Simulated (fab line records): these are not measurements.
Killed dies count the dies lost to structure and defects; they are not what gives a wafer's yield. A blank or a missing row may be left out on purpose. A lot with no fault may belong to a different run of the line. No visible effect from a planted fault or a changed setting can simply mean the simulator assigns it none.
fab line records    flow n5Finfet
record: lots: 15  wafers: 45  lastDay: 18
route steps=1938 shown MOL_CONTACT_COAG@606 BEOL_M0_SAQP@635 BEOL_M4@1111
lots that met no fault: taken from a fault-free run of the same line
startH: start of the lot's first displayed wafer, in hours after the record's first day    waitH: hours since the lot's step before    " unchanged from the row above    L1.1+2: a row that stands for several wafers    - either no value or no given start    * or withheld: withheld    < > ~ a bound
route shown NAME@n: names a module that has steps shown in the file, with the first one's number in the route    usual: average and standard deviation across the fault-free wafers    same: alike in all rows    chamber/n: place in a boat    sites: readings site by site    _std_site: standard deviation across them    _edge_site: inner sites' mean taken away from outer sites' mean    radiusMm: for every site, how far away it sits from the centre of the wafer    mask NAME#n: copy n    behind: the last tool/chamber to shape the wafer    hold: what put the lot on hold/how long, in hours/how the hold closed    device: which transistor (n, p or np) failed to switch    end of line: tests run on the same wafers once the route is complete    a step with no rows: only its recipe    killed: count of dies lost to structure and defects at first sort (not the wafer's yield)    map: the dies of a wafer, with x for killed, . for not killed, _ for no die there
set.NAME: the run value of the setting; set.NAME@STEP: its run value at that earlier step    model.NAME: the simulator's own value behind a step, which no gauge read
steps of the route over a sample of lots; a table a step, a row a wafer
services: the hour from which a tool's chamber was out of use, counted from the record's first day as startH (under 0 if before that day), plus the number of hours and why
== steps ==
step: N5_MOL_CONTACT_COAG_ETCH_65
recipe: chemistry: N2/H2  target: underlayer  targetDepthA: 130  maskMaterial: CAR-EUV  timeS: 10.4  ionEnergyEv: 200  pressureMtorr: 30  sourceW: 840  biasW: 150  n2FlowSccm: 200  h2FlowSccm: 200  ends: cleared
usual: drypumpMotorCurrentA: 6.0/0.51  etchRfOnTimeS: 10.35/0.26  oesProductAu: 0.66/0.075  rfVppV: 524.7/2.9  showerheadPlenumPTorr: 2.57/0.098  throttleValvePct: 17.79/0.22
lot.wafer  tool        chamber  startH  waitH  drypumpMotorCurrentA  etchRfOnTimeS  oesProductAu  rfHoursCounterH  rfVppV  showerheadPlenumPTorr  throttleValvePct
L233.2     rieDiel-01  1        102.57  0.0    6.1                   10.08          0.74          66               527.7   2.69                   17.88
L233.5     "           3        "       "      5.1                   10.17          0.76          -                521.5   2.50                   17.46
L233.6     "           0        "       "      6.8                   10.63          0.65          -                523.3   2.53                   17.76
L235.1     rieDiel-05  1        113.92  0.0    6.5                   10.47          0.62          180              523.6   2.54                   17.52
L235.2     "           0        "       "      5.6                   10.34          0.60          220              526.7   2.60                   18.02
L235.5     "           0        "       "      5.6                   10.35          0.59          -                526.1   2.60                   18.04
L236.1     rieDiel-02  1        118.98  0.0    6.5                   10.48          0.85          0                527.9   2.72                   17.41
L236.2     "           0        "       "      6.2                   10.42          0.62          185              526.7   2.63                   17.52
L236.5     "           0        "       "      6.2                   10.45          0.62          -                525.0   2.63                   17.53
L237.1     rieDiel-05  1        123.77  0.0    6.5                   10.50          0.62          184              523.7   2.54                   17.53
L237.4     "           3        "       "      6.2                   9.91           0.63          216              518.8   2.40                   17.80
L237.6     "           0        "       "      5.6                   10.42          0.60          -                525.0   2.60                   18.03
L240.2     rieDiel-02  1        144.22  0.0    6.5                   10.43          0.81          10               529.4   2.71                   17.45
L240.5     "           1        "       "      6.5                   10.61          0.81          -                526.9   2.71                   17.46
L240.6     "           0        "       "      6.2                   10.45          0.61          -                525.8   2.62                   17.54
L242.1     rieDiel-05  0        154.11  0.0    5.6                   10.44          0.59          233              526.5   2.60                   18.06
L242.3     "           1        "       "      6.5                   10.40          0.61          193              522.9   2.54                   17.57
L242.4     "           2        "       "      5.6                   10.71          0.61          178              526.5   2.64                   18.08
L243.1     rieDiel-05  1        160.97  0.0    6.5                   10.60          0.61          195              523.8   2.54                   17.55
L243.3     "           3        "       "      6.2                   9.88           0.62          227              518.8   2.40                   17.81
L243.6     "           3        "       "      6.2                   9.90           0.62          -                519.5   2.40                   17.84
L244.1     rieDiel-05  2        166.20  0.0    5.6                   10.53          0.61          182              525.1   2.64                   18.12
L244.3     "           1        "       "      6.5                   10.47          0.61          197              522.2   2.53                   17.57
L244.6     "           1        "       "      6.5                   10.33          0.61          -                523.6   2.53                   17.56
L248.1     rieDiel-05  1        194.37  0.0    6.5                   10.52          0.60          207              523.2   2.53                   17.58
L248.3     "           3        "       "      6.3                   9.89           0.61          239              520.9   2.40                   17.88
L248.5     "           2        "       "      5.6                   10.55          0.60          -                527.1   2.63                   18.14
L249.2     rieDiel-02  1        197.39  0.0    6.5                   10.53          0.77          28               527.7   2.71                   17.51
L249.4     "           3        "       "      6.0                   10.37          0.76          38               529.1   2.69                   17.71
L249.6     "           2        "       "      5.7                   10.22          0.69          -                525.1   2.58                   18.05
L251.4     rieDiel-05  3        208.30  0.0    6.2                   9.83           0.61          -                518.7   2.39                   17.87
L251.5     "           1        "       "      6.5                   10.51          0.60          -                522.5   2.53                   17.60
L251.6     "           2        "       "      5.6                   10.68          0.59          -                525.2   2.63                   18.15
L252.2     rieDiel-01  0        214.64  0.0    6.8                   10.84          0.61          181              523.9   2.52                   17.83
L252.4     "           3        "       "      5.1                   10.31          0.71          64               522.6   2.48                   17.55
L252.5     "           1        "       "      6.2                   10.00          0.70          -                526.5   2.68                   17.97
L254.1     rieDiel-02  3        222.11  0.0    6.0                   10.28          0.76          46               528.4   2.69                   17.74
L254.4     "           1        "       "      6.5                   10.57          0.76          36               527.6   2.70                   17.52
L254.5     "           0        "       "      6.2                   10.43          0.60          -                526.0   2.61                   17.56
L255.2     rieDiel-01  1        235.29  0.0    6.2                   9.97           0.70          113              526.7   2.67                   17.97
L255.4     "           2        "       "      4.9                   10.72          0.60          212              519.1   2.42                   17.98
L255.6     "           0        "       "      6.8                   10.63          0.61          -                523.5   2.51                   17.83
L256.4     rieDiel-01  0        240.47  0.0    6.8                   10.61          0.61          190              522.0   2.51                   17.85
L256.5     "           1        "       "      6.1                   10.01          0.69          -                526.8   2.67                   17.98
L256.6     "           2        "       "      4.9                   10.59          0.59          -                519.0   2.42                   17.98
step: N5_MOL_CONTACT_COAG_ETCH_67
recipe: chemistry: N2/H2  target: SOC  targetDepthA: 600  overetchA: 210  maskMaterial: SiARC  tempC: 40  timeS: 101.2  ionEnergyEv: 200  pressureMtorr: 30  sourceW: 840  biasW: 150  n2FlowSccm: 200  h2FlowSccm: 200
usual: drypumpMotorCurrentA: 5.9/0.64  oesProductAu: 0.65/0.057  rfVppV: 524.5/2.8  showerheadPlenumPTorr: 2.56/0.097  throttleValvePct: 17.77/0.2
lot.wafer  tool        chamber  startH  waitH  drypumpMotorCurrentA  oesProductAu  rfHoursCounterH  rfVppV  showerheadPlenumPTorr  throttleValvePct
L233.2     rieDiel-05  1        102.88  0.0    6.5                   0.62          176              523.8   2.54                   17.50
L233.5     "           2        "       "      5.6                   0.62          -                527.2   2.64                   18.05
L233.6     "           3        "       "      6.2                   0.60          -                520.2   2.41                   17.77
L235.1     rieDiel-01  0        114.38  0.0    6.8                   0.63          144              523.6   2.53                   17.74
L235.2     "           2        "       "      4.9                   0.61          169              521.2   2.44                   17.88
L235.5     "           0        "       "      6.8                   0.64          -                524.2   2.53                   17.75
L236.1     rieDiel-05  0        119.43  0.0    5.6                   0.58          223              525.2   2.60                   17.99
L236.2     "           1        "       "      6.5                   0.61          182              522.2   2.54                   17.49
L236.5     "           3        "       "      6.2                   0.60          -                520.5   2.41                   17.76
L237.1     rieDiel-05  1        124.08  0.0    6.5                   0.60          184              521.9   2.54                   17.50
L237.4     "           0        "       "      5.6                   0.58          224              524.3   2.60                   17.99
L237.6     "           1        "       "      6.5                   0.61          -                523.9   2.54                   17.50
L240.2     rieDiel-01  2        144.99  0.0    4.9                   0.61          181              520.3   2.43                   17.89
L240.5     "           1        "       "      6.2                   0.69          -                528.0   2.69                   17.90
L240.6     "           0        "       "      6.8                   0.63          -                524.4   2.53                   17.76
L242.1     rieDiel-05  1        154.43  0.0    6.5                   0.60          193              523.9   2.54                   17.54
L242.3     "           2        "       "      5.5                   0.61          178              526.4   2.64                   18.09
L242.4     "           0        "       "      5.6                   0.58          233              525.5   2.60                   18.02
L243.1     rieDiel-01  2        161.58  0.0    4.9                   0.60          187              518.8   2.43                   17.91
L243.3     "           0        "       "      6.8                   0.63          159              523.8   2.53                   17.78
L243.6     "           2        "       "      4.9                   0.61          -                520.6   2.43                   17.89
L244.1     rieDiel-01  2        166.52  0.0    4.9                   0.60          188              520.9   2.43                   17.90
L244.3     "           1        "       "      6.2                   0.69          87               527.4   2.68                   17.89
L244.6     "           2        "       "      4.9                   0.60          -                521.4   2.43                   17.92
L248.1     rieDiel-02  0        194.68  0.0    6.3                   0.59          211              525.3   2.62                   17.54
L248.3     "           1        "       "      6.5                   0.75          27               528.3   2.70                   17.45
L248.5     "           2        "       "      5.7                   0.67          -                524.1   2.58                   17.99
L249.2     rieDiel-01  2        197.76  0.0    4.9                   0.59          199              520.0   2.43                   17.94
L249.4     "           0        "       "      6.8                   0.61          174              524.7   2.52                   17.80
L249.6     "           1        "       "      6.1                   0.67          -                526.2   2.68                   17.92
L251.4     rieDiel-01  3        208.60  0.0    5.1                   0.70          62               523.4   2.48                   17.51
L251.5     "           3        "       "      5.1                   0.70          -                523.1   2.48                   17.49
L251.6     "           0        "       "      6.8                   0.62          -                523.8   2.52                   17.79
L252.2     rieDiel-01  0        215.52  0.0    6.8                   0.61          181              525.1   2.52                   17.79
L252.4     "           3        "       "      5.1                   0.69          64               520.7   2.48                   17.51
L252.5     "           0        "       "      6.8                   0.61          -                523.0   2.52                   17.80
L254.1     rieDiel-01  2        222.43  0.0    4.9                   0.58          208              521.0   2.42                   17.94
L254.4     "           0        "       "      6.8                   0.60          183              523.3   2.52                   17.81
L254.5     "           0        "       "      6.8                   0.61          -                522.4   2.52                   17.80
L255.2     rieDiel-01  0        235.61  0.0    6.8                   0.61          188              523.0   2.51                   17.82
L255.4     "           2        "       "      4.9                   0.58          212              520.8   2.42                   17.95
L255.6     "           1        "       "      6.2                   0.66          -                526.2   2.67                   17.94
L256.4     rieDiel-02  1        241.85  0.0    6.5                   0.73          42               528.8   2.70                   17.48
L256.5     "           3        "       "      6.0                   0.72          -                528.5   2.68                   17.71
L256.6     "           0        "       "      6.3                   0.58          -                525.8   2.61                   17.55
step: N5_MOL_CONTACT_COAG_CD_MEAS_101
recipe: targetCdNm: 16
usual: cdNm: 16.0/0.34
lot.wafer  tool      chamber  startH  waitH  cdNm
L233.2     cdSem-01  -        103.39  0.0    16.7
L233.5     "         -        "       "      15.7
L233.6     "         -        "       "      15.6
L235.1     cdSem-02  -        114.85  0.0    15.7
L235.2     "         -        "       "      16.4
L235.5     "         -        "       "      16.0
L236.1     cdSem-01  -        119.90  0.0    15.9
L236.2     "         -        "       "      16.2
L236.5     "         -        "       "      15.6
L237.1     cdSem-03  -        124.55  0.0    16.2
L237.4     "         -        "       "      15.4
L237.6     "         -        "       "      16.1
L240.2     cdSem-01  -        145.47  0.0    16.1
L240.5     "         -        "       "      15.8
L240.6     "         -        "       "      15.9
L242.1     cdSem-02  -        154.90  0.0    16.2
L242.3     "         -        "       "      15.6
L242.4     "         -        "       "      16.4
L243.1     cdSem-03  -        162.06  0.0    15.8
L243.3     "         -        "       "      16.0
L243.6     "         -        "       "      15.9
L244.1     cdSem-03  -        166.99  0.0    16.4
L244.3     "         -        "       "      16.7
L244.6     "         -        "       "      16.4
L248.1     cdSem-01  -        195.19  0.0    16.2
L248.3     "         -        "       "      15.6
L248.5     "         -        "       "      15.6
L249.2     cdSem-02  -        198.23  0.0    16.1
L249.4     "         -        "       "      16.2
L249.6     "         -        "       "      16.1
L251.4     cdSem-01  -        209.08  0.0    15.8
L251.5     "         -        "       "      15.9
L251.6     "         -        "       "      16.4
L252.2     cdSem-02  -        215.99  0.0    16.1
L252.4     "         -        "       "      15.9
L252.5     "         -        "       "      16.0
L254.1     cdSem-03  -        222.94  0.0    16.1
L254.4     "         -        "       "      15.8
L254.5     "         -        "       "      15.7
L255.2     cdSem-02  -        236.12  0.0    16.6
L255.4     "         -        "       "      15.5
L255.6     "         -        "       "      16.0
L256.4     cdSem-01  -        242.33  0.0    15.0
L256.5     "         -        "       "      15.7
L256.6     "         -        "       "      15.2
step: N5_BEOL_M0_SAQP_PECVD_03
recipe: material: SiCN  targetThkA: 120  tempC: withheld  precursor: 3MS/NH3  pressureTorr: 3  rfW: 202  timeS: 21.1
usual: chamberPressureTorr: 3.001/0.0068  rfFwdPowerW: 198.9/0.9  showerheadPlenumPTorr: 3.672/0.015  throttleValvePct: 9.2/0.56
lot.wafer  tool      chamber  startH  waitH  chamberPressureTorr  rfFwdPowerW  showerheadPlenumPTorr  throttleValvePct
L233.2     pecvd-04  1        108.35  0.1    3.002                197.7        3.651                  9.3
L233.5     "         1        "       "      2.988                197.4        3.651                  9.3
L233.6     "         2        "       "      3.010                199.7        3.660                  9.1
L235.1     pecvd-04  1        119.40  0.1    2.994                198.1        3.643                  9.4
L235.2     "         2        "       "      2.999                200.5        3.665                  9.2
L235.5     "         1        "       "      3.005                197.3        3.658                  9.5
L236.1     pecvd-04  2        127.11  0.1    2.993                201.2        3.666                  9.0
L236.2     "         0        "       "      3.004                199.1        3.679                  9.5
L236.5     "         1        "       "      3.003                197.4        3.639                  9.3
L237.1     pecvd-03  2        130.63  0.1    3.002                198.3        3.663                  8.7
L237.4     "         0        "       "      3.008                199.0        3.665                  8.7
L237.6     "         1        "       "      3.005                200.0        3.707                  9.0
L240.2     pecvd-03  1        151.74  0.1    3.004                198.5        3.699                  9.1
L240.5     "         0        "       "      2.994                198.1        3.666                  8.6
L240.6     "         1        "       "      2.999                199.4        3.692                  8.9
L242.1     pecvd-01  0        159.31  0.1    -                    -            -                      -
L242.3     "         1        "       "      -                    -            -                      -
L242.4     "         1        "       "      -                    -            -                      -
L243.1     pecvd-03  2        169.01  0.1    -                    -            -                      -
L243.3     "         1        "       "      -                    -            -                      -
L243.6     "         0        "       "      -                    -            -                      -
L244.1     pecvd-01  0        172.35  0.1    -                    -            -                      -
L244.3     "         2        "       "      -                    -            -                      -
L244.6     "         1        "       "      -                    -            -                      -
L248.1     pecvd-01  2        200.08  0.1    2.996                198.1        3.681                  8.0
L248.3     "         0        "       "      2.998                198.4        3.680                  9.9
L248.5     "         2        "       "      2.999                198.8        3.678                  8.1
L249.2     pecvd-04  2        203.08  0.1    3.006                199.5        3.660                  9.4
L249.4     "         0        "       "      2.997                199.0        3.678                  8.9
L249.6     "         1        "       "      3.006                196.9        3.658                  9.3
L251.4     pecvd-01  2        216.40  0.1    2.998                198.5        3.668                  8.1
L251.5     "         0        "       "      2.999                199.2        3.686                  10.0
L251.6     "         1        "       "      3.005                198.3        3.668                  9.8
L252.2     pecvd-04  0        221.18  0.1    3.002                199.2        3.674                  9.3
L252.4     "         2        "       "      3.003                199.8        3.660                  9.3
L252.5     "         0        "       "      3.001                198.9        3.685                  9.3
L254.1     pecvd-01  0        229.20  0.1    3.004                200.0        3.697                  10.3
L254.4     "         1        "       "      3.007                198.5        3.687                  10.1
L254.5     "         0        "       "      3.002                199.7        3.682                  10.3
L255.2     pecvd-01  2        240.59  0.1    3.003                198.9        3.676                  8.2
L255.4     "         1        "       "      2.987                198.6        3.678                  9.9
L255.6     "         2        "       "      3.004                198.3        3.674                  8.3
L256.4     pecvd-03  0        249.82  0.1    3.001                197.9        3.677                  8.9
L256.5     "         1        "       "      2.996                199.1        3.703                  9.2
L256.6     "         2        "       "      3.009                200.3        3.662                  8.4
step: N5_BEOL_M0_SAQP_CD_MEAS_29
recipe: targetCdNm: 14.4  landingEnergyEv: 1000  detector: seInlens
usual: cdNm: 14.94/0.2
lot.wafer  tool      chamber  startH  waitH  cdNm
L233.2     cdSem-02  0        113.37  0.1    14.88
L233.5     "         0        "       "      14.95
L233.6     "         0        "       "      14.94
L235.1     cdSem-03  0        124.21  0.1    14.99
L235.2     "         0        "       "      15.19
L235.5     "         0        "       "      15.30
L236.1     cdSem-02  0        131.78  0.1    14.94
L236.2     "         0        "       "      14.89
L236.5     "         0        "       "      14.92
L237.1     cdSem-02  0        134.99  0.1    15.31
L237.4     "         0        "       "      14.56
L237.6     "         0        "       "      15.18
L240.2     cdSem-03  0        156.16  0.1    14.73
L240.5     "         0        "       "      15.00
L240.6     "         0        "       "      15.04
L242.1     cdSem-03  0        164.44  0.1    -
L242.3     "         0        "       "      -
L242.4     "         0        "       "      -
L243.1     cdSem-02  0        174.45  0.1    -
L243.3     "         0        "       "      -
L243.6     "         0        "       "      -
L244.1     cdSem-03  0        176.87  0.1    -
L244.3     "         0        "       "      -
L244.6     "         0        "       "      -
L248.1     cdSem-01  0        206.39  0.1    14.87
L248.3     "         0        "       "      15.04
L248.5     "         0        "       "      15.14
L249.2     cdSem-02  0        208.57  0.1    14.74
L249.4     "         0        "       "      15.03
L249.6     "         0        "       "      15.07
L251.4     cdSem-02  0        220.98  0.0    15.29
L251.5     "         0        "       "      14.77
L251.6     "         0        "       "      15.17
L252.2     cdSem-03  0        225.44  0.1    14.80
L252.4     "         0        "       "      14.72
L252.5     "         0        "       "      14.85
L254.1     cdSem-01  0        233.93  0.1    14.90
L254.4     "         0        "       "      14.67
L254.5     "         0        "       "      15.17
L255.2     cdSem-03  0        244.97  0.1    15.03
L255.4     "         0        "       "      14.90
L255.6     "         0        "       "      14.84
L256.4     cdSem-03  0        255.91  0.0    15.13
L256.5     "         0        "       "      15.02
L256.6     "         0        "       "      15.22
step: N5_BEOL_M4_RC_MEAS_101
usual: DIBL_N: 36.3/1.8  DIBL_P: 36.5/2.1  IOFF_N: 0.16/0.031  IOFF_P: 0.22/0.038  ION_N: 677/12  ION_P: 466/7.8  SS_N: 71.5/0.61  SS_P: 73.2/0.7  VT_N: 249/3  VT_P: -248.9/3
lot.wafer  tool       chamber  startH  waitH  DIBL_N[mV/V]  DIBL_P[mV/V]  IOFF_N[nA/um]  IOFF_P[nA/um]  ION_N[uA/um]  ION_P[uA/um]  SS_N[mV/dec]  SS_P[mV/dec]  VT_N[mV]  VT_P[mV]
L233.2     prober-02  0        187.03  1.1    34.6          35.1          0.14           0.22           676           472           71.2          73.5          251       -245.7
L233.5     "          0        "       "      36.4          37.0          0.17           0.24           682           474           70.5          73.3          246       -246.0
L233.6     "          0        "       "      34.8          34.2          0.13           0.21           662           464           71.4          72.3          252       -249.5
L235.1     prober-02  0        200.24  0.0    38.2          38.6          0.20           0.24           693           464           72.0          73.6          247       -246.9
L235.2     "          0        "       "      36.2          36.3          0.17           0.20           688           462           71.4          72.0          250       -250.2
L235.5     "          0        "       "      39.2          38.9          0.22           0.27           691           466           72.4          73.8          244       -246.2
L236.1     prober-02  0        201.17  0.8    35.9          36.8          0.15           0.20           667           456           72.2          73.3          250       -249.2
L236.2     "          0        "       "      36.7          37.7          0.17           0.22           664           459           72.4          73.4          252       -251.5
L236.5     "          0        "       "      36.4          37.2          0.16           0.20           687           463           71.9          73.5          248       -251.7
L237.1     prober-02  0        207.06  0.0    38.6          37.6          0.19           0.25           681           468           71.4          74.4          248       -248.4
L237.4     "          0        "       "      36.0          36.0          0.16           0.23           691           473           71.2          73.8          247       -246.6
L237.6     "          0        "       "      37.0          36.9          0.17           0.23           694           472           70.9          73.6          248       -249.9
L240.2     prober-02  0        217.02  0.2    35.5          37.0          0.17           0.27           689           478           71.1          73.5          246       -243.1
L240.5     "          0        "       "      34.6          35.8          0.15           0.24           687           480           71.0          72.2          249       -246.4
L240.6     "          0        "       "      39.3          42.0          0.28           0.38           708           488           72.2          73.6          238       -240.6
L249.2     prober-01  0        267.33  0.2    36.0          35.1          0.14           0.21           665           461           70.5          71.8          251       -251.0
L249.4     "          0        "       "      35.6          34.4          0.13           0.20           664           459           71.0          72.4          253       -252.6
L249.6     "          0        "       "      37.9          37.3          0.18           0.24           685           462           71.1          73.0          249       -247.0
L248.1     prober-02  0        278.13  0.0    35.1          36.2          0.16           0.21           657           455           71.8          73.9          251       -250.5
L248.3     "          0        "       "      34.8          35.9          0.16           0.21           670           459           70.6          72.9          250       -249.4
L248.5     "          0        "       "      37.0          38.6          0.20           0.26           687           471           71.7          72.8          246       -247.5
L251.4     prober-02  0        281.58  0.5    34.9          35.1          0.15           0.21           681           469           71.1          72.8          247       -249.8
L251.5     "          0        "       "      37.3          38.4          0.20           0.25           686           470           71.6          73.8          247       -248.2
L251.6     "          0        "       "      34.2          34.0          0.14           0.18           664           462           71.3          72.1          251       -254.4
L252.2     prober-01  0        284.47  0.2    38.0          37.9          0.18           0.22           666           456           71.7          74.5          249       -250.5
L252.4     "          0        "       "      38.1          39.2          0.18           0.24           680           475           72.4          73.8          248       -251.5
L252.5     "          0        "       "      37.2          37.7          0.17           0.21           685           466           71.8          73.5          246       -250.0
L254.1     prober-02  0        307.68  0.0    32.2          32.2          0.10           0.15           641           449           70.8          72.1          256       -254.0
L254.4     "          0        "       "      32.5          32.5          0.11           0.15           671           462           70.4          72.4          255       -252.8
L254.5     "          0        "       "      33.8          33.8          0.12           0.17           650           453           70.7          72.5          253       -252.0
L256.4     prober-01  0        313.39  0.5    34.1          35.5          0.14           0.20           680           469           71.8          72.6          250       -250.0
L256.5     "          0        "       "      34.1          34.8          0.14           0.19           661           457           71.4          72.4          249       -249.1
L256.6     "          0        "       "      38.3          40.8          0.23           0.31           698           477           71.7          73.5          245       -246.5
L255.2     prober-01  0        316.46  0.2    36.1          36.8          0.17           0.23           682           469           71.8          73.2          248       -249.1
L255.4     "          0        "       "      36.2          36.5          0.16           0.23           682           475           71.7          72.9          248       -246.7
L255.6     "          0        "       "      36.2          37.3          0.16           0.25           683           467           71.4          73.1          249       -244.5
== services ==
tool        chamber  startH  hours  kind
pecvd-01    1        88.82   2.1    scheduledDown
rieDiel-02  1        90.78   3.3    repair
rieDiel-02  1        94.14   -      clean
rieDiel-02  1        94.14   -      consumableReplace:focusRing
pecvd-04    0        105.45  5.5    repair
rieDiel-05  2        107.24  8.5    repair
pecvd-01    -        154.39  1.6    repair
rieDiel-01  3        165.61  6.2    repair
pecvd-03    -        186.52  0.8    repair
rieDiel-01  1        200.33  1.6    repair
rieDiel-05  0        203.00  -      clean
rieDiel-05  0        203.00  -      consumableReplace:focusRing
rieDiel-05  0        203.00  22.6   scheduledDown
rieDiel-05  0        203.00  22.6   ventCycle
pecvd-01    0        221.01  1.7    repair
pecvd-01    -        224.83  0.8    repair
rieDiel-05  3        226.02  -      clean
rieDiel-05  3        226.02  -      consumableReplace:focusRing
rieDiel-05  3        226.02  -      consumableReplace:showerhead
rieDiel-05  3        226.02  24.8   scheduledDown
rieDiel-05  3        226.02  24.8   ventCycle
pecvd-04    -        227.99  28.1   pm
pecvd-01    -        243.92  14.6   pm
rieDiel-05  2        248.35  14.3   repair
== key ==
firstSign: step: N5_BEOL_M0_SAQP_PECVD_03  reading: toolRecord  direction: missing
effect: step: N5_BEOL_M0_SAQP_CD_MEAS_29  reading: cdNm  direction: missing
metAt N5_BEOL_M0_SAQP_PECVD_03
struckLots L242,L243,L244
laterRowsLeftOut L242.1,L242.3,L242.4,L243.1,L243.3,L243.6,L244.1,L244.3,L244.6
sortLeftOut L242.1,L242.3,L242.4,L243.1,L243.3,L243.6,L244.1,L244.3,L244.6
notActingAt N5_MOL_CONTACT_COAG_ETCH_65,N5_MOL_CONTACT_COAG_ETCH_67,N5_MOL_CONTACT_COAG_CD_MEAS_101
onsetBetween 151.74 159.31
fault: kind: skippedStepWhole  tool: pecvd-01,pecvd-03  chamber: -  onsetH: 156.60  steps: N5_BEOL_M0_SAQP_PECVD_03  scope: struckLotsOnly
sortLeftOut: the simulated sort isn't trusted on such a fault, so these wafers' sort isn't shown, and their yield isn't known
laterRowsLeftOut: the simulator's readings of these wafers behind a module that went badly wrong aren't trusted and aren't shown, but for the sort
